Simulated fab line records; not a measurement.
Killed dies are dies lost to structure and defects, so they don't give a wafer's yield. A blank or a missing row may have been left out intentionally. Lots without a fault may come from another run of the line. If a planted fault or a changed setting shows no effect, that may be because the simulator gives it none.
Chamber matching / flow n5 finfet / 4 sister chambers for N5_BEOL_M0_STRIP_140 on rie diel-04
The step strips in CF4. 16 wafers are shown with their chamber, then 8 later ones without.

== EACH WAFER AND ITS CHAMBER ==
wafer=L077.3; chamber=3; showerhead plenum p Torr (Torr)=1.90; drypump motor current A (A)=6.02; oes product au (a.u.)=0.88
wafer=L077.5; chamber=3; showerhead plenum p Torr (Torr)=1.90; drypump motor current A (A)=6.02; oes product au (a.u.)=0.88
wafer=L077.6; chamber=2; showerhead plenum p Torr (Torr)=1.70; drypump motor current A (A)=5.47; oes product au (a.u.)=0.69
wafer=L079.2; chamber=2; showerhead plenum p Torr (Torr)=1.70; drypump motor current A (A)=5.45; oes product au (a.u.)=0.69
wafer=L079.4; chamber=0; showerhead plenum p Torr (Torr)=1.79; drypump motor current A (A)=5.41; oes product au (a.u.)=0.68
wafer=L079.6; chamber=3; showerhead plenum p Torr (Torr)=1.90; drypump motor current A (A)=6.02; oes product au (a.u.)=0.87
wafer=L085.2; chamber=0; showerhead plenum p Torr (Torr)=1.78; drypump motor current A (A)=5.44; oes product au (a.u.)=0.68
wafer=L085.3; chamber=3; showerhead plenum p Torr (Torr)=1.90; drypump motor current A (A)=6.02; oes product au (a.u.)=0.85
wafer=L085.6; chamber=1; showerhead plenum p Torr (Torr)=1.82; drypump motor current A (A)=6.00; oes product au (a.u.)=0.93
wafer=L087.1; chamber=3; showerhead plenum p Torr (Torr)=1.90; drypump motor current A (A)=6.03; oes product au (a.u.)=0.85
wafer=L087.2; chamber=1; showerhead plenum p Torr (Torr)=1.82; drypump motor current A (A)=6.03; oes product au (a.u.)=0.91
wafer=L087.6; chamber=1; showerhead plenum p Torr (Torr)=1.82; drypump motor current A (A)=6.00; oes product au (a.u.)=0.92
wafer=L088.2; chamber=1; showerhead plenum p Torr (Torr)=1.82; drypump motor current A (A)=6.05; oes product au (a.u.)=0.91
wafer=L088.5; chamber=2; showerhead plenum p Torr (Torr)=1.69; drypump motor current A (A)=5.47; oes product au (a.u.)=0.68
wafer=L088.6; chamber=1; showerhead plenum p Torr (Torr)=1.82; drypump motor current A (A)=6.06; oes product au (a.u.)=0.93
wafer=L091.3; chamber=0; showerhead plenum p Torr (Torr)=1.78; drypump motor current A (A)=5.41; oes product au (a.u.)=0.67

SIGNATURES, as means of the wafers listed above
reading=showerhead plenum p Torr; chamber 0=1.7833; chamber 1=1.8200; chamber 2=1.6967; chamber 3=1.9000; scatter within a chamber=0.00333
reading=drypump motor current A; chamber 0=5.4200; chamber 1=6.0280; chamber 2=5.4633; chamber 3=6.0220; scatter within a chamber=0.0183
reading=oes product au; chamber 0=0.6767; chamber 1=0.9200; chamber 2=0.6867; chamber 3=0.8660; scatter within a chamber=0.011
Rule: a wafer's distance from a chamber is the root of the sum, over the readings, of the square of ((its reading less the chamber's mean) divided by the reading's scatter). The wafer belongs to the nearest chamber; if the next one is less than 2 further off, it can't be placed. How the scatter is found: for the shown wafers, subtract from each reading the mean of its chamber, square and add these, divide the total by (wafers less chambers), then take the root.

== WAFERS WITH NO CHAMBER GIVEN ==
wafer=L091.4; showerhead plenum p Torr (Torr)=1.89; drypump motor current A (A)=6.04; oes product au (a.u.)=0.84
wafer=L091.6; showerhead plenum p Torr (Torr)=1.69; drypump motor current A (A)=5.44; oes product au (a.u.)=0.68
wafer=L095.1; showerhead plenum p Torr (Torr)=1.69; drypump motor current A (A)=5.41; oes product au (a.u.)=0.67
wafer=L095.4; showerhead plenum p Torr (Torr)=1.81; drypump motor current A (A)=6.01; oes product au (a.u.)=0.89
wafer=L095.5; showerhead plenum p Torr (Torr)=1.69; drypump motor current A (A)=5.42; oes product au (a.u.)=0.66
wafer=L097.1; showerhead plenum p Torr (Torr)=1.89; drypump motor current A (A)=6.01; oes product au (a.u.)=0.83
wafer=L097.5; showerhead plenum p Torr (Torr)=1.81; drypump motor current A (A)=6.06; oes product au (a.u.)=0.88
wafer=L097.6; showerhead plenum p Torr (Torr)=1.78; drypump motor current A (A)=5.43; oes product au (a.u.)=0.93

== WHICH CHAMBER EACH WENT THROUGH ==
wafer=L091.4; from the rows above=3; in truth=3
wafer=L091.6; from the rows above=2; in truth=2
wafer=L095.1; from the rows above=2; in truth=2
wafer=L095.4; from the rows above=1; in truth=1
wafer=L095.5; from the rows above=2; in truth=2
wafer=L097.1; from the rows above=3; in truth=3
wafer=L097.5; from the rows above=1; in truth=1
wafer=L097.6; from the rows above=0; in truth=0
8 of 8 placed correctly. Number that these rows cannot place: 0. Wrongly placed: 0.
